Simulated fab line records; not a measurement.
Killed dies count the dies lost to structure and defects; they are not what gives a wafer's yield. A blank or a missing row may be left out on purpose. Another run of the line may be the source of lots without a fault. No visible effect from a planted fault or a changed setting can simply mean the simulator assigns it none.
Chamber matching / flow nand_harc / NHARC_A_CHANNEL_FILL_D1_STRIP_28 on rie_diel-11: 4 sister chambers
The step strips in O2, time 20 s. 16 wafers are shown with their chamber, then 8 later ones without.

## EACH WAFER AND ITS CHAMBER
wafer=L074.3; chamber=3; showerhead_plenum_p_Torr (Torr)=3.61; drypump_motor_current_A (A)=6.3; oes_product_au (a.u.)=1.004
wafer=L074.5; chamber=2; showerhead_plenum_p_Torr (Torr)=3.49; drypump_motor_current_A (A)=5.8; oes_product_au (a.u.)=0.997
wafer=L074.6; chamber=3; showerhead_plenum_p_Torr (Torr)=3.61; drypump_motor_current_A (A)=6.3; oes_product_au (a.u.)=0.993
wafer=L075.1; chamber=3; showerhead_plenum_p_Torr (Torr)=3.61; drypump_motor_current_A (A)=6.3; oes_product_au (a.u.)=1.014
wafer=L075.5; chamber=0; showerhead_plenum_p_Torr (Torr)=3.33; drypump_motor_current_A (A)=5.4; oes_product_au (a.u.)=1.020
wafer=L075.6; chamber=1; showerhead_plenum_p_Torr (Torr)=3.52; drypump_motor_current_A (A)=5.2; oes_product_au (a.u.)=1.006
wafer=L083.1; chamber=2; showerhead_plenum_p_Torr (Torr)=3.48; drypump_motor_current_A (A)=5.8; oes_product_au (a.u.)=0.996
wafer=L083.2; chamber=3; showerhead_plenum_p_Torr (Torr)=3.61; drypump_motor_current_A (A)=6.3; oes_product_au (a.u.)=1.009
wafer=L083.4; chamber=0; showerhead_plenum_p_Torr (Torr)=3.33; drypump_motor_current_A (A)=5.4; oes_product_au (a.u.)=1.014
wafer=L086.1; chamber=3; showerhead_plenum_p_Torr (Torr)=3.61; drypump_motor_current_A (A)=6.3; oes_product_au (a.u.)=1.017
wafer=L086.5; chamber=1; showerhead_plenum_p_Torr (Torr)=3.52; drypump_motor_current_A (A)=5.2; oes_product_au (a.u.)=1.014
wafer=L086.6; chamber=2; showerhead_plenum_p_Torr (Torr)=3.48; drypump_motor_current_A (A)=5.8; oes_product_au (a.u.)=0.998
wafer=L087.1; chamber=3; showerhead_plenum_p_Torr (Torr)=3.61; drypump_motor_current_A (A)=6.3; oes_product_au (a.u.)=1.013
wafer=L087.3; chamber=2; showerhead_plenum_p_Torr (Torr)=3.48; drypump_motor_current_A (A)=5.7; oes_product_au (a.u.)=0.991
wafer=L087.4; chamber=0; showerhead_plenum_p_Torr (Torr)=3.33; drypump_motor_current_A (A)=5.4; oes_product_au (a.u.)=1.011
wafer=L088.3; chamber=2; showerhead_plenum_p_Torr (Torr)=3.48; drypump_motor_current_A (A)=5.8; oes_product_au (a.u.)=0.993

SIGNATURES (means of the wafers above)
reading=showerhead_plenum_p_Torr; chamber 0=3.3300; chamber 1=3.5200; chamber 2=3.4820; chamber 3=3.6100; scatter within a chamber=0.00258
reading=drypump_motor_current_A; chamber 0=5.400; chamber 1=5.200; chamber 2=5.780; chamber 3=6.300; scatter within a chamber=0.0258
reading=oes_product_au; chamber 0=1.01500; chamber 1=1.01000; chamber 2=0.99500; chamber 3=1.00833; scatter within a chamber=0.0064
Rule: for a wafer and a chamber, the distance is found by dividing, reading by reading, the gap between the wafer's reading and the chamber's mean by the reading's scatter, squaring, summing and taking the root. If the next closest chamber is less than 2 further off than the closest, the wafer can't be placed; otherwise it belongs to the closest. The scatter is the square root of a quotient: the sum, over the shown wafers, of each reading's squared deviation from its chamber's mean, divided by wafers minus chambers.

## WAFERS WHOSE CHAMBER IS MISSING
wafer=L088.4; showerhead_plenum_p_Torr (Torr)=3.52; drypump_motor_current_A (A)=5.2; oes_product_au (a.u.)=1.005
wafer=L088.6; showerhead_plenum_p_Torr (Torr)=3.60; drypump_motor_current_A (A)=6.3; oes_product_au (a.u.)=1.003
wafer=L090.1; showerhead_plenum_p_Torr (Torr)=3.60; drypump_motor_current_A (A)=6.3; oes_product_au (a.u.)=1.026
wafer=L090.2; showerhead_plenum_p_Torr (Torr)=3.48; drypump_motor_current_A (A)=5.8; oes_product_au (a.u.)=1.000
wafer=L090.5; showerhead_plenum_p_Torr (Torr)=3.48; drypump_motor_current_A (A)=5.7; oes_product_au (a.u.)=1.001
wafer=L096.1; showerhead_plenum_p_Torr (Torr)=3.48; drypump_motor_current_A (A)=5.8; oes_product_au (a.u.)=0.986
wafer=L096.2; showerhead_plenum_p_Torr (Torr)=3.33; drypump_motor_current_A (A)=5.4; oes_product_au (a.u.)=1.002
wafer=L096.4; showerhead_plenum_p_Torr (Torr)=3.33; drypump_motor_current_A (A)=5.4; oes_product_au (a.u.)=1.005

## WHICH CHAMBER EACH WENT THROUGH
wafer=L088.4; from the rows above=1; in truth=1
wafer=L088.6; from the rows above=3; in truth=3
wafer=L090.1; from the rows above=3; in truth=3
wafer=L090.2; from the rows above=2; in truth=2
wafer=L090.5; from the rows above=2; in truth=2
wafer=L096.1; from the rows above=2; in truth=2
wafer=L096.2; from the rows above=0; in truth=0
wafer=L096.4; from the rows above=0; in truth=0
8 of 8 placed correctly. Number that these rows cannot place: 0. Placed wrongly: 0.
